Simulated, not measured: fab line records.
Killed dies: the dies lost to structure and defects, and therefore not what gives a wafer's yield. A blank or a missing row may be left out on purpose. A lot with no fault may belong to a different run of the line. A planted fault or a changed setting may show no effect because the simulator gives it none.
fab line records ; flow n5-finfet
[record] lots = 6; wafers = 17; last-day = 17
route steps=1938 shown SDB@375 DUMMY_REMOVAL@377 HKMG_FIN@385 BEOL_M4@1111
lots that met no fault: taken from a fault-free run of the same line
start-h: the number of hours between the record's first day and the start of the first shown wafer of the lot ; wait-h: hours elapsed since this lot's preceding step ; " the same as in the row above ; L1.1+2: several wafers, shown together as one row ; - no value present, or no start provided ; * or withheld: withheld ; < > ~ a bound
route shown NAME@n: names a module that has steps shown in the file, with the first one's number in the route ; usual: mean and standard deviation over wafers with no fault ; same: alike in all rows ; chamber/n: place in a boat ; sites: per-site readings ; _std_site: the standard deviation of these ; _edge_site: the outer-site mean with the inner-site mean subtracted ; radius-mm: how far each site lies from the wafer's centre ; mask NAME#n: copy n ; behind: tool/chamber where the wafer was last shaped ; hold: why the lot went on hold/how many hours it stayed there/how the hold came to an end ; device: which transistor (n, p or np) failed to switch ; end of line: the route-end tests of the same wafers ; step lacking rows: just its recipe ; killed: at the first sort, the dies lost to defects and structure; wafer yield is something else ; map: per-die view of a wafer (x killed, . not killed, _ where there is no die)
set.NAME: the setting that was run; set.NAME@STEP: the one run at that earlier step ; model.NAME: the simulator's own value behind a step, which no gauge read
certain route steps with their lots: each step a table, each wafer a row
services: a tool's chamber out of use, with start hour (start-h, from the record's first day; less than 0 if before it), hours out, and reason
[[steps]]
[step N5_SDB_THK_MEAS_31]
[recipe] reads = a-Si_of_DUMMY_GATE_CVD_03
[usual] SDB_THK = 64.0/0.97
lot.wafer;tool;chamber;start-h;wait-h;SDB_THK[nm]
L670.2;film-metro-02;-;97.03;-;64.3
L670.3;film-metro-02;-;97.03;-;64.3
L670.6;film-metro-02;-;97.03;-;64.9
L671.2;film-metro-02;-;99.84;-;64.2
L671.4;film-metro-02;-;99.84;-;64.2
L671.6;film-metro-02;-;99.84;-;63.1
L673.4;film-metro-01;-;113.32;-;63.2
L673.6;film-metro-01;-;113.32;-;62.5
L685.2;film-metro-01;-;183.83;-;62.1
L685.3;film-metro-01;-;183.83;-;63.7
L685.5;film-metro-01;-;183.83;-;61.9
L688.2;film-metro-01;-;201.05;-;62.8
L688.5;film-metro-01;-;201.05;-;62.6
L688.6;film-metro-01;-;201.05;-;63.7
L689.2;film-metro-02;-;209.08;-;64.0
L689.4;film-metro-02;-;209.08;-;62.5
L689.5;film-metro-02;-;209.08;-;63.7
[step N5_SDB_INSPECT_36]
[recipe] inspect-instrument = darkfield; mode = post-cmp
[usual] raw-defect-count = 37/17
lot.wafer;tool;chamber;start-h;wait-h;raw-defect-count
L670.2;defect-inspect-01;-;97.06;0.0;27
L670.3;defect-inspect-01;-;97.06;0.0;24
L670.6;defect-inspect-01;-;97.06;0.0;59
L671.2;defect-inspect-02;-;99.87;0.0;30
L671.4;defect-inspect-02;-;99.87;0.0;43
L671.6;defect-inspect-02;-;99.87;0.0;25
L673.4;defect-inspect-01;-;113.34;0.0;33
L673.6;defect-inspect-01;-;113.34;0.0;18
L685.2;defect-inspect-01;-;183.85;0.0;26
L685.3;defect-inspect-01;-;183.85;0.0;85
L685.5;defect-inspect-01;-;183.85;0.0;64
L688.2;defect-inspect-02;-;201.07;0.0;32
L688.5;defect-inspect-02;-;201.07;0.0;61
L688.6;defect-inspect-02;-;201.07;0.0;70
L689.2;defect-inspect-01;-;209.10;0.0;40
L689.4;defect-inspect-01;-;209.10;0.0;55
L689.5;defect-inspect-01;-;209.10;0.0;52
[step N5_DUMMY_REMOVAL_HM_STRIP_01]
[recipe] chemistry = CH3F/O2; material = SiNx; target-depth-a = 40; stop-on = poly-Si; time-s = 6.8; over-etch-frac = 0.3; ion-energy-ev = 60; power-w = 410; bias-w = 29; Ar_flow_sccm = 150; CH3F_flow_sccm = 30; O2_flow_sccm = 20
[usual] drypump-motor-current-A = 5.7/0.46; oes-product-au = 0.66/0.064; rf-vpp-V = 127.6/0.99; showerhead-plenum-p-Torr = 2.02/0.077; throttle-valve-pct = 16.28/0.17
lot.wafer;tool;chamber;start-h;wait-h;drypump-motor-current-A;oes-product-au;rf-hours-counter-h;rf-vpp-V;showerhead-plenum-p-Torr;throttle-valve-pct
L670.2;rie-diel-05;2;97.09;0.0;5.4;0.73;42;128.4;2.12;16.12
L670.3;rie-diel-05;3;97.09;0.0;5.4;0.59;205;127.5;1.99;16.27
L670.6;rie-diel-05;2;97.09;0.0;5.4;0.73;-;130.5;2.12;16.10
L671.2;rie-diel-05;0;99.90;0.0;6.3;0.74;23;127.9;1.96;16.44
L671.4;rie-diel-05;3;99.90;0.0;5.3;0.59;205;127.9;1.99;16.28
L671.6;rie-diel-05;1;99.90;0.0;5.3;0.74;-;129.3;2.13;16.02
L673.4;rie-diel-03;3;113.39;0.0;6.1;0.54;-;126.6;1.88;16.88
L673.6;rie-diel-03;2;113.39;0.0;6.2;0.70;-;128.3;2.03;16.05
L685.2;rie-diel-03;0;183.89;0.0;5.4;0.62;153;128.6;2.00;16.50
L685.3;rie-diel-03;1;183.89;0.0;6.0;0.60;191;126.8;1.91;16.38
L685.5;rie-diel-03;3;183.89;0.0;6.0;0.75;-;127.9;2.14;16.38
L688.2;rie-diel-05;3;201.10;0.0;5.3;0.57;237;126.3;1.98;16.32
L688.5;rie-diel-05;2;201.10;0.0;5.4;0.68;-;128.9;2.10;16.18
L688.6;rie-diel-05;3;201.10;0.0;5.4;0.57;-;126.8;1.98;16.33
L689.2;rie-diel-05;1;209.14;0.0;5.3;0.69;63;130.1;2.11;16.08
L689.4;rie-diel-05;0;209.14;0.0;6.3;0.68;57;127.7;1.95;16.50
L689.5;rie-diel-05;0;209.14;0.0;6.3;0.68;-;126.8;1.95;16.50
[step N5_DUMMY_REMOVAL_STRIP_10]
[recipe] chemistry = N2/H2; time-s = 40; power-w = 100; temp-c = 40; pressure-mtorr = 100; rf-frequency-hz = 6e+07; bias-power-w = 3; n2-flow-sccm = 300; h2-flow-sccm = 300
[usual] bias-power-w = 3.000/0.01; drypump-motor-current-A = 5.7/0.46; n2-flow-sccm = 299.9/0.95; oes-product-au = 0.82/0.083; rf-vpp-V = 45.5/0.92; showerhead-plenum-p-Torr = 3.41/0.13; throttle-valve-pct = 12.17/0.18
lot.wafer;tool;chamber;start-h;wait-h;bias-power-w;drypump-motor-current-A;n2-flow-sccm;oes-product-au;rf-hours-counter-h;rf-vpp-V;showerhead-plenum-p-Torr;throttle-valve-pct
L670.2;rie-diel-05;2;97.12;0.0;2.994;5.4;300.1;0.90;42;45.5;3.57;12.09
L670.3;rie-diel-05;3;97.12;0.0;3.011;5.4;300.0;0.72;205;45.1;3.34;12.19
L670.6;rie-diel-05;2;97.12;0.0;3.019;5.4;300.4;0.90;-;47.9;3.57;12.09
L671.2;rie-diel-05;0;99.94;0.0;2.993;6.3;300.4;0.91;23;44.9;3.32;12.29
L671.4;rie-diel-05;3;99.94;0.0;2.989;5.3;300.0;0.72;205;46.3;3.34;12.19
L671.6;rie-diel-05;1;99.94;0.0;3.006;5.3;301.1;0.91;-;45.4;3.58;11.87
L673.4;rie-diel-03;3;113.44;0.0;2.994;6.1;302.0;0.66;-;44.0;3.18;12.90
L673.6;rie-diel-03;2;113.44;0.0;3.013;6.2;298.6;0.87;-;43.8;3.43;11.86
L685.2;rie-diel-03;0;183.92;0.0;2.990;5.4;299.4;0.76;153;45.1;3.38;12.33
L685.3;rie-diel-03;1;183.92;0.0;2.998;6.0;300.5;0.73;191;46.0;3.21;12.28
L685.5;rie-diel-03;3;183.92;0.0;2.986;6.1;300.1;0.94;-;46.0;3.59;12.21
L688.2;rie-diel-05;3;201.14;0.0;3.026;5.3;299.1;0.71;237;45.5;3.33;12.29
L688.5;rie-diel-05;2;201.14;0.0;3.000;5.5;299.9;0.86;-;45.2;3.56;12.16
L688.6;rie-diel-05;3;201.14;0.0;3.015;5.4;298.9;0.71;-;45.7;3.33;12.28
L689.2;rie-diel-05;1;209.17;0.0;3.003;5.3;301.6;0.87;63;47.1;3.56;11.93
L689.4;rie-diel-05;0;209.17;0.0;2.992;6.3;299.3;0.86;57;45.4;3.30;12.39
L689.5;rie-diel-05;0;209.17;0.0;2.983;6.4;299.7;0.85;-;45.0;3.30;12.38
[step N5_DUMMY_REMOVAL_PRECLEAN_07]
[recipe] chemistry = dHF; time-s = 30; temp-c = 25; dilution = withheld
[step N5_DUMMY_REMOVAL_DUMMY_REMOVE_02]
[recipe] chemistry = TMAH; temp-c = 70; target = poly-Si; stop-on = SiO2; target-depth-nm = 142; conc-wt-pct = 5; time-s = 57; dry = ipa-marangoni; rinse-time-s = 30; rinse-temp-c = 23
[step N5_DUMMY_REMOVAL_INSPECT_06]
[recipe] inspect-instrument = brightfield; mode = aei
[usual] raw-defect-count = 11/5.4
lot.wafer;tool;chamber;start-h;wait-h;raw-defect-count
L670.2;defect-inspect-02;-;97.28;0.0;15
L670.3;defect-inspect-02;-;97.28;0.0;4
L670.6;defect-inspect-02;-;97.28;0.0;11
L671.2;defect-inspect-02;-;100.10;0.0;19
L671.4;defect-inspect-02;-;100.10;0.0;5
L671.6;defect-inspect-02;-;100.10;0.0;7
L673.4;defect-inspect-02;-;113.58;0.0;10
L673.6;defect-inspect-02;-;113.58;0.0;13
L685.2;defect-inspect-02;-;184.08;0.0;7
L685.3;defect-inspect-02;-;184.08;0.0;5
L685.5;defect-inspect-02;-;184.08;0.0;11
L688.2;defect-inspect-01;-;201.30;0.0;11
L688.5;defect-inspect-01;-;201.30;0.0;10
L688.6;defect-inspect-01;-;201.30;0.0;23
L689.2;defect-inspect-01;-;209.33;0.0;13
L689.4;defect-inspect-01;-;209.33;0.0;13
L689.5;defect-inspect-01;-;209.33;0.0;13
[step N5_DUMMY_REMOVAL_PRECLEAN_08]
[recipe] chemistry = NF3:NH3; afs-cycles = 2; temp-c = 30; time-s = 20; sublimation-temp-c = 180; sublimation-time-s = 60; pressure-torr = 3; rf-power-w = 30
[step N5_DUMMY_REMOVAL_PRECLEAN_04]
[recipe] chemistry = DHF; time-s = 37; temp-c = 25; dilution = 500:1
[step N5_DUMMY_REMOVAL_SRD_05]
[recipe] dry = ipa-marangoni; do-ppb = 5; time-s = 30; temp-c = 23; rinse-liquid = diw
[step N5_HKMG_FIN_IL_REGROW_00]
[recipe] material = SiO2; target-thk-a = 7.5; chemistry = O3; temp-c = withheld; time-s = 30
[step N5_HKMG_FIN_HK_ALD_01]
[recipe] material = HfO2; target-thk-a = 16; temp-c = withheld; ald-precursor-family = HfCl4; ald-co-reactant = H2O; pulse-time-s = 3; purge-time-s = 3; co-reactant-purge-time-s = 2.5; co-reactant-pulse-time-s = 0.3; ald-cycles = 30
[usual] precursor-pulse-height-rel = 1.000/0.019
[same] ald-cycles = 30
lot.wafer;tool;chamber;start-h;wait-h;precursor-pulse-height-rel
L670.2;ald-hk-03;1;97.64;0.0;1.023
L670.3;ald-hk-03;3;97.64;0.0;0.998
L670.6;ald-hk-03;2;97.64;0.0;0.989
L671.2;ald-hk-01;0;100.46;0.0;0.997
L671.4;ald-hk-01;1;100.46;0.0;0.984
L671.6;ald-hk-01;2;100.46;0.0;0.982
L673.4;ald-hk-03;1;113.93;0.0;1.005
L673.6;ald-hk-03;2;113.93;0.0;0.987
L685.2;ald-hk-03;1;184.44;0.0;0.990
L685.3;ald-hk-03;0;184.44;0.0;0.969
L685.5;ald-hk-03;1;184.44;0.0;1.001
L688.2;ald-hk-03;1;201.66;0.0;1.022
L688.5;ald-hk-03;1;201.66;0.0;0.990
L688.6;ald-hk-03;0;201.66;0.0;1.031
L689.2;ald-hk-02;2;209.69;0.0;0.977
L689.4;ald-hk-02;0;209.69;0.0;0.978
L689.5;ald-hk-02;1;209.69;0.0;1.014
[step N5_HKMG_FIN_HK_ANNEAL_02]
[recipe] temp-c = 700; time-s = 30; ambient = N2; idle-temp-c = 600; ramp-up-c-per-s = 150; ramp-down-c-per-s = 60; cool-to-c = 600
[usual] lamp-power-pct = 8.81/0.054; lamp_zone_1_pct = 8.798/0.0096; lamp_zone_2_pct = 8.798/0.01; lamp_zone_3_pct = 8.798/0.0096; lamp_zone_4_pct = 8.794/0.011; lamp_zone_5_pct = 8.796/0.0095; lamp_zone_6_pct = 8.724/0.0096; lamp_zone_7_pct = 9.192/0.011; wafer_temp_C_max = 702.9/0.62
lot.wafer;tool;chamber;start-h;wait-h;lamp-power-pct;lamp_zone_1_pct;lamp_zone_2_pct;lamp_zone_3_pct;lamp_zone_4_pct;lamp_zone_5_pct;lamp_zone_6_pct;lamp_zone_7_pct;wafer_temp_C_max
L670.2;rtp-anneal-01;0;97.99;0.3;8.82;8.794;8.781;8.794;8.796;8.794;8.730;9.203;702.1
L670.3;rtp-anneal-01;0;97.99;0.3;8.83;8.794;8.790;8.806;8.784;8.804;8.728;9.188;702.4
L670.6;rtp-anneal-01;0;97.99;0.3;8.85;8.794;8.800;8.793;8.806;8.789;8.720;9.193;702.5
L671.2;rtp-anneal-01;0;100.68;0.1;8.93;8.902;8.907;8.924;8.920;8.907;8.839;9.310;702.9
L671.4;rtp-anneal-01;0;100.68;0.1;8.83;8.808;8.798;8.809;8.792;8.796;8.734;9.191;702.5
L671.6;rtp-anneal-01;0;100.68;0.1;8.95;8.924;8.919;8.911;8.891;8.931;8.837;9.307;701.6
L673.4;rtp-anneal-01;0;114.33;0.3;8.81;8.799;8.820;8.798;8.800;8.793;8.716;9.204;702.9
L673.6;rtp-anneal-01;0;114.33;0.3;8.99;8.917;8.922;8.910;8.902;8.928;8.836;9.302;703.1
L685.2;rtp-anneal-01;0;184.84;0.3;8.82;8.802;8.793;8.790;8.789;8.803;8.709;9.180;702.7
L685.3;rtp-anneal-01;0;184.84;0.3;8.81;8.802;8.794;8.787;8.804;8.796;8.732;9.169;702.9
L685.5;rtp-anneal-01;0;184.84;0.3;8.81;8.804;8.795;8.785;8.801;8.798;8.735;9.217;703.3
L688.2;rtp-anneal-01;0;201.96;0.2;8.70;8.802;8.796;8.811;8.795;8.793;8.712;9.194;703.2
L688.5;rtp-anneal-01;0;201.96;0.2;8.72;8.790;8.803;8.806;8.792;8.805;8.718;9.200;702.3
L688.6;rtp-anneal-01;0;201.96;0.2;8.93;8.819;8.806;8.791;8.798;8.789;8.713;9.189;702.1
L689.2;rtp-anneal-01;0;209.91;0.1;8.77;8.798;8.788;8.799;8.788;8.805;8.729;9.194;702.2
L689.4;rtp-anneal-01;0;209.91;0.1;8.75;8.795;8.797;8.804;8.794;8.795;8.741;9.196;703.2
L689.5;rtp-anneal-01;0;209.91;0.1;8.79;8.788;8.787;8.810;8.801;8.803;8.732;9.179;703.9
[step N5_HKMG_FIN_ALD_74]
[recipe] material = La2O3; target-thk-a = 5; temp-c = 250; ald-precursor-family = La-Cp; ald-co-reactant = O3; pulse-time-s = 6; co-reactant-pulse-time-s = 1; purge-time-s = 3; co-reactant-purge-time-s = 3
[usual] heater-power-w = 340/35; precursor-pulse-height-rel = 0.998/0.02
lot.wafer;tool;chamber;start-h;wait-h;heater-power-w;precursor-pulse-height-rel
L670.2;ald-hk-02;2;98.18;0.2;373;1.020
L670.3;ald-hk-02;3;98.18;0.2;322;0.993
L670.6;ald-hk-02;0;98.18;0.2;309;0.992
L671.2;ald-hk-03;1;100.86;0.2;396;1.000
L671.4;ald-hk-03;0;100.86;0.2;348;0.959
L671.6;ald-hk-03;2;100.86;0.2;381;1.005
L673.4;ald-hk-02;0;114.47;0.1;315;0.990
L673.6;ald-hk-02;2;114.47;0.1;377;0.988
L685.2;ald-hk-01;1;185.03;0.2;281;0.993
L685.3;ald-hk-01;2;185.03;0.2;331;1.031
L685.5;ald-hk-01;2;185.03;0.2;336;0.985
L688.2;ald-hk-02;1;202.14;0.2;335;1.003
L688.5;ald-hk-02;0;202.14;0.2;302;1.039
L688.6;ald-hk-02;1;202.14;0.2;329;1.000
L689.2;ald-hk-01;1;210.09;0.2;286;1.001
L689.4;ald-hk-01;3;210.09;0.2;417;0.991
L689.5;ald-hk-01;3;210.09;0.2;397;1.005
[step N5_BEOL_M4_RC_MEAS_101]
[usual] DIBL_N = 36.5/1.4; DIBL_P = 36.6/1.6; IOFF_N = 0.160/0.024; IOFF_P = 0.217/0.029; ION_N = 674/8.7; ION_P = 464/6.5; SS_N = 71.6/0.47; SS_P = 73.4/0.57; VT_N = 250.0/2.5; VT_P = -250/3.1
lot.wafer;tool;chamber;start-h;wait-h;DIBL_N[mV/V];DIBL_P[mV/V];IOFF_N[nA/um];IOFF_P[nA/um];ION_N[uA/um];ION_P[uA/um];SS_N[mV/dec];SS_P[mV/dec];VT_N[mV];VT_P[mV]
L670.2;prober-01;0;195.49;0.2;37.3;37.8;0.193;0.267;688;481;71.8;72.7;245.2;-244
L670.3;prober-01;0;195.49;0.2;36.4;37.2;0.182;0.263;688;479;71.7;73.4;246.1;-245
L670.6;prober-01;0;195.49;0.2;36.7;37.0;0.184;0.254;690;476;71.8;72.3;249.1;-245
L671.2;prober-02;0;210.98;0.2;36.2;36.8;0.168;0.201;676;463;71.5;73.2;250.8;-251
L671.4;prober-02;0;210.98;0.2;37.4;37.9;0.186;0.223;679;457;71.3;74.2;248.0;-251
L671.6;prober-02;0;210.98;0.2;36.5;37.2;0.172;0.208;682;463;70.9;73.4;246.8;-254
L673.4;prober-01;0;216.48;0.5;38.5;37.2;0.182;0.244;677;469;72.0;73.7;246.1;-248
L673.6;prober-01;0;216.48;0.5;34.7;32.4;0.113;0.169;658;463;71.0;73.0;254.7;-252
L685.2;prober-02;0;289.12;0.2;34.8;35.7;0.137;0.188;669;462;71.1;73.2;250.9;-255
L685.3;prober-02;0;289.12;0.2;36.4;36.4;0.147;0.208;666;460;72.1;73.9;252.5;-251
L685.5;prober-02;0;289.12;0.2;35.2;36.0;0.134;0.193;658;458;71.9;73.4;254.7;-251
L688.2;prober-01;0;301.30;0.2;35.7;38.0;0.155;0.196;675;458;72.1;73.3;251.8;-252
L688.5;prober-01;0;301.30;0.2;35.5;38.1;0.153;0.204;680;462;71.6;73.2;251.5;-252
L688.6;prober-01;0;301.30;0.2;37.5;41.2;0.203;0.257;684;467;71.7;73.7;249.2;-248
L689.2;prober-02;0;304.29;0.2;38.1;38.6;0.208;0.260;689;466;71.6;73.7;244.8;-247
L689.4;prober-02;0;304.29;0.2;37.4;36.5;0.174;0.223;680;465;72.1;73.2;249.1;-249
L689.5;prober-02;0;304.29;0.2;37.2;36.6;0.172;0.221;677;460;71.8;73.5;249.9;-250
[[services]]
tool;chamber;start-h;hours;kind
rie-diel-05;2;91.74;2.1;repair
rie-diel-03;3;114.50;-;clean
rie-diel-03;3;114.50;-;consumable-replace:focus-ring
rie-diel-03;3;114.50;-;consumable-replace:showerhead
rie-diel-03;3;114.50;19.1;scheduled-down
rie-diel-03;3;114.50;19.1;vent-cycle
ald-hk-03;-;132.21;1.3;repair
rie-diel-03;2;166.17;6.7;repair
ald-hk-03;-;203.77;14.6;pm
[[key]]
[first-sign] step = N5_HKMG_FIN_HK_ANNEAL_02; reading = lamp_zone_5_pct; direction = up; sigmas = 13; usual = *; struck = *
[effect] step = N5_HKMG_FIN_HK_ANNEAL_02; reading = lamp_zone_3_pct; direction = up; sigmas = 12; usual = *; struck = *
met-at N5_HKMG_FIN_HK_ANNEAL_02
struck-wafers L671.2,L671.6,L673.6
onset-between 97.99 100.68
[fault] kind = process-parameter-drift; tool = rtp-anneal-01; chamber = -; onset-h = 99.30; steps = N5_HKMG_FIN_HK_ANNEAL_02; channel = time-s; offset = *; shape = step; end-h = 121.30; scope = struck-wafers-only; acts-in = *; stated = *
